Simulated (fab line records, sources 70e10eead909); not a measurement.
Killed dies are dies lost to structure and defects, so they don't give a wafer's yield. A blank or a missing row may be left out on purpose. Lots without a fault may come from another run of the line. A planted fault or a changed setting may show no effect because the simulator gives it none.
Chamber matching | flow nand_harc | NHARC_A_CHANNEL_HOLE_D1_DESCUM_15 on rie_diel-11: 4 sister chambers
The step chemistry O2, time 3 s. 18 wafers are shown with their chamber, then 9 later ones without.

WAFERS WITH THEIR CHAMBER
wafer  | chamber | drypump_motor_current_A (A) | oes_product_au (a.u.) | rf_vpp_V (V)
L916.1 | 3       | 5.82                        | 1.001                 | 60.0
L916.4 | 1       | 5.56                        | 1.008                 | 57.7
L916.5 | 2       | 5.32                        | 1.014                 | 57.6
L917.1 | 3       | 5.80                        | 0.995                 | 57.3
L917.4 | 0       | 5.66                        | 1.003                 | 57.6
L917.5 | 0       | 5.64                        | 0.996                 | 57.3
L920.1 | 1       | 5.56                        | 1.010                 | 60.3
L920.3 | 2       | 5.33                        | 1.008                 | 58.2
L920.6 | 0       | 5.69                        | 0.995                 | 56.2
L921.1 | 1       | 5.56                        | 1.002                 | 59.0
L921.4 | 2       | 5.32                        | 1.015                 | 57.9
L921.6 | 0       | 5.68                        | 1.008                 | 58.0
L926.1 | 3       | 5.80                        | 1.001                 | 58.0
L926.2 | 2       | 5.32                        | 0.995                 | 58.8
L926.3 | 1       | 5.57                        | 1.006                 | 56.8
L935.1 | 1       | 5.53                        | 1.000                 | 59.6
L935.2 | 3       | 5.79                        | 0.987                 | 58.2
L935.4 | 0       | 5.67                        | 0.999                 | 56.9

SIGNATURES (means of the wafers above)
reading                 | chamber 0 | chamber 1 | chamber 2 | chamber 3 | scatter within a chamber
drypump_motor_current_A | 5.6680    | 5.5560    | 5.3225    | 5.8025    | 0.0145
oes_product_au          | 1.00020   | 1.00520   | 1.00800   | 0.99600   | 0.00638
rf_vpp_V                | 57.200    | 58.680    | 58.125    | 58.375    | 1.03
Rule: a wafer's distance from a chamber is the root of the sum, over the readings, of the square of ((its reading less the chamber's mean) divided by the reading's scatter). The wafer belongs to the nearest chamber; if the next one is less than 2 further off, it can't be placed. The scatter: the root of (the sum of the squares of (reading less its chamber's mean) over the shown wafers, divided by (wafers less chambers)).

WAFERS WITHOUT THEIR CHAMBER
wafer  | drypump_motor_current_A (A) | oes_product_au (a.u.) | rf_vpp_V (V)
L936.2 | 5.64                        | 0.998                 | 58.8
L936.3 | 5.80                        | 0.986                 | 57.9
L936.6 | 5.79                        | 0.983                 | 58.4
L937.2 | 5.56                        | 0.999                 | 59.0
L937.4 | 5.81                        | 0.992                 | 59.3
L937.5 | 5.66                        | 1.000                 | 57.6
L938.2 | 5.32                        | 1.003                 | 59.3
L938.4 | 5.56                        | 1.003                 | 57.7
L938.5 | 5.81                        | 0.989                 | 58.5

WHICH CHAMBER EACH WENT THROUGH
wafer  | from the rows above | in truth
L936.2 | 0                   | 0
L936.3 | 3                   | 3
L936.6 | 3                   | 3
L937.2 | 1                   | 1
L937.4 | 3                   | 3
L937.5 | 0                   | 0
L938.2 | 2                   | 2
L938.4 | 1                   | 1
L938.5 | 3                   | 3
Placed correctly: 9 of 9. Can't be placed from these rows: 0. Placed wrongly: 0.
